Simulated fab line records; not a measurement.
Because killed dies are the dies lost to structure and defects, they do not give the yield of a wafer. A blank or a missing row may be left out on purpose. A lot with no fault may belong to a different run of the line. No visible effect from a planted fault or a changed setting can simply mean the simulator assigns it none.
fab line records | flow nand-harc
[record] lots = 5 | wafers = 15 | last-day = 32
route steps=1302 shown P_GATE@155 END@1302
lots that met no fault: from a run of the same line without faults
start-h: start of the lot's first displayed wafer, in hours after the record's first day | wait-h: time in hours since the lot's previous step | " the same as in the row above | L1.1+2: several wafers, shown together as one row | - either no value or no given start | * or withheld: withheld | < > ~ a bound
route shown NAME@n: NAME is a module with steps in the file, n the number in the route of the first one | usual: average and standard deviation across the fault-free wafers | same: alike in all rows | chamber/n: place in a boat | sites: the reading at each site | _std_site: how widely they spread, as a standard deviation | _edge_site: mean of outer sites minus mean of inner sites | radius-mm: for every site, how far away it sits from the centre of the wafer | mask NAME#n: copy n | behind: tool/chamber where the wafer was last shaped | hold: the reason the lot was held/the length of the hold in hours/how it ended | device: names the non-switching transistor (n, p or np) | end of line: tests run on the same wafers once the route is complete | where a step has no rows: the recipe by itself | killed: the dies lost at the first sort to structure and to defects; this is not the yield of the wafer | map: per-die view of a wafer (x killed, . not killed, _ where there is no die)
set.NAME: setting as actually run; set.NAME@STEP: the setting as run at that earlier step | model.NAME: the simulator's own value behind a step, which no gauge read
certain route steps with their lots: each step a table, each wafer a row
services: a tool's chamber out of use, with start hour (start-h, from the record's first day; less than 0 if before it), hours out, and reason
[[steps]]
[step NHARC_P_GATE_ALD_36]
[recipe] target-thk-a = 200 | pulse-time-s = 60 | ald-cycles = 223 | temp-c = 400 | material = SiNx
[usual] heater-power-w = 832/74 | precursor-pulse-height-rel = 1.002/0.02
[same] ald-cycles = 223
lot.wafer | tool       | chamber | start-h | wait-h | heater-power-w | precursor-pulse-height-rel
L982.3    | ald-sin-02 | 0       | 107.65  | -      | 907            | 1.009
L982.1    | "          | 3       | 110.80  | -      | 721            | 0.989
L982.6    | "          | 0       | 111.85  | -      | 891            | 1.021
L986.3    | ald-sin-02 | 0       | 143.35  | -      | 900            | 1.013
L986.1    | "          | 1       | 144.42  | -      | 819            | 0.973
L986.5    | "          | 3       | 146.56  | -      | 714            | 1.016
L992.1    | ald-sin-02 | 2       | 198.37  | -      | 885            | 0.993
L992.3    | "          | 0       | 200.50  | -      | 917            | 1.006
L992.4    | "          | 1       | 201.56  | -      | 792            | 1.006
L101.1    | ald-sin-02 | 1       | 295.39  | -      | 819            | 0.982
L101.2    | "          | 2       | 296.43  | -      | 911            | 1.004
L101.6    | "          | 1       | 299.56  | -      | 836            | 0.991
L103.1    | ald-sin-01 | 2       | 310.82  | -      | 1012           | 1.033
L103.2    | "          | 3       | 311.87  | -      | 791            | 1.017
L103.3    | "          | 0       | 312.92  | -      | 759            | 1.022
[step NHARC_P_GATE_ETCHBACK_37]
[recipe] target-depth-a = 345 | time-s = 17.2 | chf3-flow-sccm = 50 | o2-flow-sccm = 10 | ar-flow-sccm = 200 | rf-w = 500 | bias-w = 200 | chemistry = CHF3/O2
[usual] drypump-motor-current-A = 5.9/0.47 | oes-product-au = 0.96/0.037 | rf-vpp-V = 370.3/2.4 | showerhead-plenum-p-Torr = 2.39/0.11 | throttle-valve-pct = 20.572/0.0092
lot.wafer | tool        | chamber | start-h | wait-h | drypump-motor-current-A | oes-product-au | rf-hours-counter-h | rf-vpp-V | showerhead-plenum-p-Torr | throttle-valve-pct
L982.1    | rie-diel-13 | 0       | -       | -      | 5.0                     | 1.01           | 7.6                | 367.9    | 2.29                     | 20.583
L982.3    | "           | 2       | "       | "      | 6.3                     | 1.00           | 6.3                | 366.8    | 2.26                     | 20.568
L982.6    | "           | 0       | "       | "      | 5.0                     | 1.01           | -                  | 368.0    | 2.29                     | 20.573
L986.3    | rie-diel-01 | 2       | -       | -      | 6.6                     | 0.92           | 3.7                | 371.0    | 2.38                     | 20.568
L986.1    | "           | 0       | "       | "      | 5.7                     | 0.94           | 4.8                | 371.9    | 2.52                     | 20.579
L986.5    | "           | 2       | "       | "      | 6.6                     | 0.92           | -                  | 371.0    | 2.38                     | 20.565
L992.1    | rie-diel-13 | 0       | -       | -      | 5.0                     | 0.93           | 1.0                | 368.0    | 2.29                     | 20.566
L992.3    | "           | 1       | "       | "      | 5.8                     | 0.93           | 0.9                | 368.7    | 2.27                     | 20.566
L992.4    | "           | 0       | "       | "      | 5.0                     | 0.93           | -                  | 369.5    | 2.29                     | 20.570
L101.1    | rie-diel-01 | 2       | -       | -      | 6.6                     | 1.03           | 5.0                | 370.8    | 2.38                     | 20.572
L101.2    | "           | 1       | "       | "      | 6.4                     | 1.01           | 4.9                | 372.8    | 2.47                     | 20.575
L101.6    | "           | 3       | "       | "      | 5.3                     | 1.00           | -                  | 372.6    | 2.52                     | 20.566
L103.3    | rie-diel-01 | 0       | -       | -      | 5.7                     | 1.02           | 6.3                | 372.8    | 2.52                     | 20.596
L103.2    | "           | 1       | "       | "      | 6.4                     | 1.00           | 6.2                | 370.5    | 2.47                     | 20.579
L103.1    | "           | 2       | "       | "      | 6.6                     | 0.99           | 5.8                | 370.6    | 2.38                     | 20.566
[step NHARC_P_GATE_STRIP_101]
[recipe] time-s = 20 | o2-flow-sccm = 500 | ar-flow-sccm = 0 | bias-w = 0 | chemistry = O2
[usual] drypump-motor-current-A = 5.9/0.48 | oes-product-au = 1.004/0.014 | rf-vpp-V = 57.7/0.86 | showerhead-plenum-p-Torr = 3.51/0.16 | throttle-valve-pct = 17.038/0.0091
lot.wafer | tool        | chamber | start-h | wait-h | drypump-motor-current-A | oes-product-au | rf-hours-counter-h | rf-vpp-V | showerhead-plenum-p-Torr | throttle-valve-pct
L982.3    | rie-diel-13 | 0       | 117.23  | 0.1    | 5.0                     | 0.995          | 7.6                | 56.8     | 3.36                     | 17.031
L982.1    | "           | 1       | "       | "      | 5.8                     | 1.005          | 6.8                | 58.0     | 3.33                     | 17.033
L982.6    | "           | 3       | "       | "      | 6.5                     | 1.020          | -                  | 56.7     | 3.32                     | 17.038
L986.1    | rie-diel-01 | 0       | 150.92  | 0.1    | 5.7                     | 1.022          | 4.8                | 56.6     | 3.70                     | 17.051
L986.3    | "           | 2       | "       | "      | 6.6                     | 0.999          | 3.8                | 59.5     | 3.50                     | 17.053
L986.5    | "           | 0       | "       | "      | 5.7                     | 1.023          | -                  | 59.0     | 3.70                     | 17.039
L992.3    | rie-diel-13 | 0       | 208.04  | 0.1    | 5.0                     | 0.999          | 1.0                | 57.3     | 3.36                     | 17.024
L992.1    | "           | 1       | "       | "      | 5.8                     | 1.003          | 1.0                | 57.6     | 3.33                     | 17.033
L992.4    | "           | 0       | "       | "      | 5.0                     | 0.993          | -                  | 57.2     | 3.36                     | 17.045
L101.2    | rie-diel-01 | 3       | 303.87  | 0.1    | 5.3                     | 0.983          | 5.2                | 57.6     | 3.69                     | 17.048
L101.1    | "           | 0       | "       | "      | 5.7                     | 1.024          | 5.1                | 59.2     | 3.69                     | 17.041
L101.6    | "           | 0       | "       | "      | 5.7                     | 1.027          | -                  | 57.9     | 3.69                     | 17.042
L103.3    | rie-diel-01 | 1       | 319.34  | 0.1    | 6.4                     | 1.009          | 6.2                | 58.0     | 3.62                     | 17.040
L103.2    | "           | 2       | "       | "      | 6.6                     | 1.015          | 5.8                | 58.7     | 3.50                     | 17.051
L103.1    | "           | 3       | "       | "      | 5.3                     | 0.986          | 6.0                | 57.2     | 3.69                     | 17.031
[step NHARC_P_GATE_PRECLEAN_97]
[recipe] time-s = 600 | temp-c = 120 | chemistry = SPM
[step NHARC_P_GATE_SRD_98]
[step NHARC_P_GATE_PRECLEAN_99]
[recipe] time-s = * | temp-c = 50 | bath-age-min = 0 | chemistry = SC1
[step NHARC_P_GATE_SRD_100]
[step NHARC_P_GATE_DEHYDRATE_38]
[recipe] temp-c = 150 | time-s = 120
[step NHARC_P_GATE_HMDS_39]
[recipe] time-s = 30
[step NHARC_P_GATE_COAT_40]
[recipe] spin-rpm = 3000
[step NHARC_P_GATE_SOFTBAKE_41]
[recipe] temp-c = 122 | time-s = 95
[step NHARC_P_GATE_EBR_42]
[step NHARC_P_GATE_EXPOSE_43]
[recipe] na = 0.6 | target-cd-nm = 720 | dose-mj = 14.81 | mask-id = P_NSD
lot.wafer  | tool           | chamber | start-h | wait-h | mask
L982.1+3+6 | krf-scanner-01 | 0       | 117.99  | -      | P_NSD#0
L986.1+3+5 | krf-scanner-02 | 0       | 151.57  | -      | P_NSD#0
L992.1+3+4 | krf-scanner-01 | 0       | 208.68  | -      | P_NSD_R1#0
L101.1+2+6 | krf-scanner-01 | 0       | 304.63  | -      | P_NSD#0
L103.1+2+3 | krf-scanner-02 | 0       | 320.10  | -      | P_NSD#0
[step NHARC_P_GATE_PEB_44]
[recipe] peb-temp-c = 118 | peb-time-s = 85
[step NHARC_P_GATE_DEVELOP_45]
[recipe] time-s = 70
[step NHARC_P_GATE_CD_MEAS_46]
[recipe] target-cd-nm = 720 | landing-energy-ev = 500
[usual] cd-nm = 718.8/2.2
lot.wafer | tool      | chamber | start-h | wait-h | cd-nm
L982.1    | cd-sem-01 | 0       | 118.15  | -      | 715.8
L982.3    | "         | 0       | "       | "      | 717.7
L982.6    | "         | 0       | "       | "      | 719.9
L986.1    | cd-sem-03 | 0       | 151.72  | -      | 721.0
L986.3    | "         | 0       | "       | "      | 716.6
L986.5    | "         | 0       | "       | "      | 719.0
L992.1    | cd-sem-02 | 0       | 208.84  | -      | 703.1
L992.3    | "         | 0       | "       | "      | 697.6
L992.4    | "         | 0       | "       | "      | 697.6
L101.1    | cd-sem-01 | 0       | 304.79  | -      | 716.1
L101.2    | "         | 0       | "       | "      | 717.1
L101.6    | "         | 0       | "       | "      | 720.2
L103.1    | cd-sem-03 | 0       | 320.26  | -      | 719.3
L103.2    | "         | 0       | "       | "      | 719.0
L103.3    | "         | 0       | "       | "      | 721.2
[step NHARC_P_GATE_HARDBAKE_47]
[recipe] temp-c = 125 | time-s = 80
[step NHARC_P_GATE_DESCUM_48]
[recipe] time-s = 3 | o2-flow-sccm = 200 | ar-flow-sccm = 0 | bias-power-w = 0 | chemistry = O2
[usual] drypump-motor-current-A = 5.9/0.41 | oes-product-au = 1.000/0.013 | rf-vpp-V = 57.7/0.82 | showerhead-plenum-p-Torr = 1.90/0.086 | throttle-valve-pct = 11.310/0.0087
lot.wafer | tool        | chamber | start-h | wait-h | drypump-motor-current-A | oes-product-au | rf-hours-counter-h | rf-vpp-V | showerhead-plenum-p-Torr | throttle-valve-pct | model.P_GATE.cd-nm
L982.3    | rie-diel-01 | 2       | 118.31  | -      | 6.6                     | 0.978          | 2.9                | 57.9     | 1.90                     | 11.307             | 717.8
L982.1    | "           | 1       | "       | "      | 6.4                     | 1.020          | 3.3                | 58.8     | 1.97                     | 11.310             | 716.4
L982.6    | "           | 2       | "       | "      | 6.7                     | 0.976          | -                  | 59.0     | 1.90                     | 11.321             | 719.9
L986.3    | rie-diel-01 | 2       | 151.90  | -      | 6.6                     | 1.004          | 3.8                | 57.8     | 1.90                     | 11.295             | 717.3
L986.1    | "           | 0       | "       | "      | 5.7                     | 1.003          | 4.9                | 57.9     | 2.01                     | 11.318             | 720.4
L986.5    | "           | 0       | "       | "      | 5.7                     | 1.013          | -                  | 57.7     | 2.01                     | 11.314             | 718.2
L992.3    | rie-diel-10 | 2       | 209.00  | -      | 5.8                     | 0.989          | 6.5                | 57.6     | 1.85                     | 11.297             | 699.2
L992.1    | "           | 0       | "       | "      | 5.8                     | 1.016          | 7.0                | 58.9     | 1.78                     | 11.311             | 702.3
L992.4    | "           | 2       | "       | "      | 5.9                     | 0.979          | -                  | 56.7     | 1.85                     | 11.314             | 698.8
L101.1    | rie-diel-13 | 3       | 304.95  | -      | 6.5                     | 0.979          | 8.6                | 55.9     | 1.79                     | 11.319             | 715.1
L101.2    | "           | 1       | "       | "      | 5.8                     | 1.017          | 7.6                | 57.8     | 1.80                     | 11.288             | 717.4
L101.6    | "           | 3       | "       | "      | 6.5                     | 0.977          | -                  | 57.2     | 1.79                     | 11.305             | 719.6
L103.3    | rie-diel-01 | 3       | 320.42  | -      | 5.3                     | 0.987          | 6.0                | 58.1     | 2.01                     | 11.322             | 720.5
L103.2    | "           | 1       | "       | "      | 6.4                     | 1.005          | 6.2                | 57.0     | 1.97                     | 11.297             | 719.1
L103.1    | "           | 2       | "       | "      | 6.6                     | 1.013          | 5.8                | 56.8     | 1.90                     | 11.302             | 719.1
[step NHARC_P_GATE_IMPLANT_49]
[recipe] energy-kev = 30 | dose-cm2 = 3e+15 | tilt-deg = 7
[step NHARC_END_SORT_01]
[recipe] temp-c = 25
[usual] killed-at-array = 59/16 | killed-at-other = 0.7/1.1 | killed-at-periphery = 4/3 | killed-dies = 64/16 | killed-open = 3.4/1.8 | killed-short = 2.6/1.7
[same] gross-dies = 677
lot.wafer | tool      | chamber | start-h | wait-h | killed-at-array | killed-at-other | killed-at-periphery | killed-dies | killed-open | killed-short
L982.1    | prober-01 | 0       | 566.61  | 2.5    | 48              | 2               | 8                   | 58          | 9           | 1
L982.3    | prober-01 | 0       | 568.22  | 3.1    | 45              | 0               | 7                   | 52          | 1           | 3
L982.6    | prober-01 | 0       | 570.65  | 4.0    | 42              | 0               | 6                   | 48          | 2           | 3
L986.1    | prober-02 | 0       | 594.84  | 2.5    | 47              | 0               | 1                   | 48          | 4           | 2
L986.3    | prober-02 | 0       | 596.43  | 3.1    | 57              | 0               | 3                   | 60          | 5           | 2
L986.5    | prober-02 | 0       | 598.03  | 3.7    | 39              | 0               | 1                   | 40          | 4           | 1
L992.1    | prober-02 | 0       | 659.58  | 2.5    | 90              | 1               | 8                   | 99          | 2           | 3
L992.3    | prober-02 | 0       | 661.18  | 3.1    | 74              | 2               | 7                   | 83          | 2           | 4
L992.4    | prober-02 | 0       | 661.97  | 3.4    | 68              | 2               | 17                  | 87          | 7           | 2
L101.1    | prober-01 | 0       | 763.38  | 2.5    | 50              | 0               | 4                   | 54          | 2           | 4
L101.2    | prober-01 | 0       | 764.16  | 2.8    | 35              | 4               | 2                   | 41          | 3           | 2
L101.6    | prober-01 | 0       | 767.27  | 3.9    | 64              | 0               | 5                   | 69          | 7           | 1
L103.1    | prober-02 | 0       | 777.77  | 2.5    | 23              | 0               | 0                   | 23          | 3           | 4
L103.2    | prober-02 | 0       | 778.57  | 2.8    | 23              | 1               | 3                   | 27          | 3           | 1
L103.3    | prober-02 | 0       | 779.38  | 3.1    | 24              | 0               | 3                   | 27          | 1           | 3
// killed by level:class
L982.1 A_CHANNEL_HOLE_D2:chamber-film-flake=33 A_WL_FILL:chamber-film-flake=4 A_STAIRCASE:chamber-film-flake=3 P_CONTACT:geometric-particle:open=2 P_STI:chamber-film-flake=2 P_CONTACT:chamber-film-flake=2 A_CONTACT:chamber-film-flake=2 P_M0:geometric-particle:open=1
L982.3 A_CHANNEL_HOLE_D2:chamber-film-flake=33 P_CONTACT:chamber-film-flake=4 A_CONTACT:chamber-film-flake=3 A_CHANNEL_FILL_D2:geometric-particle:short=2 A_CHANNEL_HOLE_D1:chamber-film-flake=2 A_CHANNEL_FILL_D1:geometric-particle:open=1 A_WL_FILL:geometric-particle:short=1 P_ZERO_WELL:chamber-film-flake=1
L982.6 A_CHANNEL_HOLE_D2:chamber-film-flake=32 P_CONTACT:chamber-film-flake=4 P_STI:chamber-film-flake=2 A_CHANNEL_HOLE_D1:chamber-film-flake=2 A_CONTACT:chamber-film-flake=2 A_CHANNEL_HOLE_D1:geometric-particle:short=1 A_DECK1_JOINT:geometric-particle:short=1 A_ONON_D2:geometric-particle:short=1
L986.1 A_CHANNEL_HOLE_D2:chamber-film-flake=32 A_CHANNEL_HOLE_D1:chamber-film-flake=3 A_CONTACT:chamber-film-flake=3 A_DECK1_JOINT:chamber-film-flake=2 A_ONON_D1:geometric-particle:short=1 A_CHANNEL_FILL_D1:geometric-particle:open=1 A_DECK1_JOINT:geometric-particle:short=1 A_DECK1_JOINT:geometric-particle:open=1
L986.3 A_CHANNEL_HOLE_D2:chamber-film-flake=41 A_CHANNEL_HOLE_D1:chamber-film-flake=4 A_CONTACT:geometric-particle:open=2 P_ZERO_WELL:chamber-film-flake=2 A_DECK1_JOINT:chamber-film-flake=2 A_STAIRCASE:chamber-film-flake=2 P_BONDPAD:geometric-particle:open=1 A_CHANNEL_HOLE_D1:geometric-particle:short=1
L986.5 A_CHANNEL_HOLE_D2:chamber-film-flake=33 A_CHANNEL_FILL_D1:geometric-particle:open=2 P_M1:geometric-particle:open=1 A_ONON_D1:geometric-particle:short=1 A_M0:geometric-particle:open=1 A_STAIRCASE:chamber-film-flake=1 A_CONTACT:chamber-film-flake=1
L992.1 A_CHANNEL_HOLE_D1:chamber-film-flake=37 A_SLIT:chamber-film-flake=32 A_STAIRCASE:chamber-film-flake=9 P_STI:chamber-film-flake=6 A_CONTACT:chamber-film-flake=3 A_M1:geometric-particle:open=2 P_M0:geometric-particle:short=1 P_ZERO_WELL:chamber-film-flake=1
L992.3 A_CHANNEL_HOLE_D1:chamber-film-flake=34 A_SLIT:chamber-film-flake=31 A_STAIRCASE:chamber-film-flake=3 P_STI:chamber-film-flake=2 THIN_TSV:chamber-film-flake=2 P_STI:geometric-particle:short=1 P_M0:geometric-particle:short=1 P_M1:geometric-particle:open=1
L992.4 A_CHANNEL_HOLE_D1:chamber-film-flake=33 A_SLIT:chamber-film-flake=20 P_STI:chamber-film-flake=8 A_CONTACT:chamber-film-flake=4 P_CONTACT:geometric-particle:open=3 A_STAIRCASE:chamber-film-flake=3 A_BLC:geometric-particle:open=2 P_GATE:chamber-film-flake=2
L101.1 A_SLIT:chamber-film-flake=25 A_CHANNEL_HOLE_D2:chamber-film-flake=12 A_CHANNEL_HOLE_D1:chamber-film-flake=6 P_ZERO_WELL:chamber-film-flake=2 P_M1:chamber-film-flake=2 A_CHANNEL_HOLE_D1:geometric-particle:short=1 A_CHANNEL_FILL_D1:geometric-particle:short=1 A_CHANNEL_FILL_D1:geometric-particle:open=1
L101.2 A_SLIT:chamber-film-flake=17 A_CHANNEL_HOLE_D1:chamber-film-flake=7 A_CHANNEL_HOLE_D2:chamber-film-flake=7 THIN_TSV:chamber-film-flake=3 A_SOURCE_PLATE:geometric-particle:short=1 A_CHANNEL_HOLE_D1:geometric-particle:open=1 A_WL_FILL:geometric-particle:short=1 A_BLC:geometric-particle:open=1
L101.6 A_CHANNEL_HOLE_D2:chamber-film-flake=22 A_SLIT:chamber-film-flake=19 A_CHANNEL_HOLE_D1:chamber-film-flake=11 P_M1:chamber-film-flake=4 A_STAIRCASE:chamber-film-flake=4 A_ONON_D1:geometric-particle:open=2 P_CONTACT:geometric-particle:open=1 A_ONON_D1:geometric-particle:short=1
L103.1 A_SLIT:chamber-film-flake=6 A_CONTACT:chamber-film-flake=5 A_STAIRCASE:chamber-film-flake=3 A_DECK1_JOINT:geometric-particle:short=2 A_CHANNEL_FILL_D2:geometric-particle:open=2 A_ONON_D1:geometric-particle:short=1 A_CHANNEL_FILL_D1:geometric-particle:short=1 A_CHANNEL_FILL_D1:geometric-particle:open=1
L103.2 A_SLIT:chamber-film-flake=9 A_CHANNEL_FILL_D2:chamber-film-flake=4 P_GATE:chamber-film-flake=2 A_CHANNEL_HOLE_D1:chamber-film-flake=2 A_CONTACT:chamber-film-flake=2 A_ONON_D1:geometric-particle:short=1 A_ONON_D1:geometric-particle:open=1 A_CHANNEL_FILL_D2:geometric-particle:open=1
L103.3 A_SLIT:chamber-film-flake=6 A_STAIRCASE:chamber-film-flake=5 A_CONTACT:chamber-film-flake=4 A_CHANNEL_HOLE_D2:geometric-particle:short=2 P_ZERO_WELL:chamber-film-flake=2 A_CHANNEL_FILL_D2:chamber-film-flake=2 A_ONON_D1:geometric-particle:short=1 A_M0:geometric-particle:open=1
[[services]]
tool           | chamber | start-h | hours | kind
rie-diel-01    | 1       | 88.60   | 1.2   | repair
krf-scanner-02 | -       | 94.00   | 4.0   | pm
krf-scanner-02 | -       | 100.23  | 4.8   | repair
krf-scanner-01 | -       | 106.09  | 1.6   | repair
ald-sin-02     | -       | 120.94  | 10.0  | pm
krf-scanner-02 | -       | 137.14  | 2.4   | repair
rie-diel-01    | 3       | 138.43  | 21.0  | repair
krf-scanner-01 | -       | 140.00  | 4.0   | pm
rie-diel-01    | 2       | 154.09  | 8.1   | repair
ald-sin-02     | 2       | 157.87  | 6.5   | repair
rie-diel-01    | 2       | 164.48  | 16.5  | repair
rie-diel-13    | -       | 165.12  | 9.0   | pm
ald-sin-02     | 2       | 188.76  | 3.6   | repair
rie-diel-01    | -       | 203.80  | 9.0   | pm
rie-diel-13    | 2       | 205.79  | 3.4   | repair
ald-sin-02     | 0       | 207.56  | 9.9   | repair
rie-diel-13    | 1       | 214.76  | 2.6   | repair
krf-scanner-01 | -       | 218.06  | 0.2   | repair
krf-scanner-02 | -       | 225.52  | 0.5   | repair
krf-scanner-02 | -       | 266.00  | 4.0   | pm
rie-diel-13    | -       | 266.92  | 0.3   | repair
krf-scanner-01 | -       | 312.00  | 4.0   | pm
rie-diel-13    | 3       | 314.48  | 2.5   | repair
rie-diel-01    | -       | 316.09  | 0.9   | repair
[[key]]
[first-sign] step = NHARC_P_GATE_EXPOSE_43 | reading = mask | direction = changed
[effect] step = NHARC_P_GATE_CD_MEAS_46 | reading = cd-nm | direction = down | sigmas = 8.9 | usual = 718.8 | struck = 699.4
[model-effect] step = NHARC_P_GATE_DESCUM_48 | value = P_GATE.cd-nm | without = 721.3 | struck = 700.1
met-at NHARC_P_GATE_EXPOSE_43
struck-wafers L992.1,L992.3,L992.4
tester-left-out L992
onset-between 117.99 208.68
[fault] kind = wrong-mask | tool = any | chamber = - | onset-h = 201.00 | steps = NHARC_P_GATE_EXPOSE_43 | aux-copy = P_NSD_R1#0 | cd-offset-nm = -21.272 | scope = struck-lots-only
// tester-left-out: of these lots the tester's yield and bins aren't shown, on N5 and GAA mostly nor the transistor test; their killed dies are dies lost to structure and defects alone, not to doping, threshold or leakage, so they don't give the yield
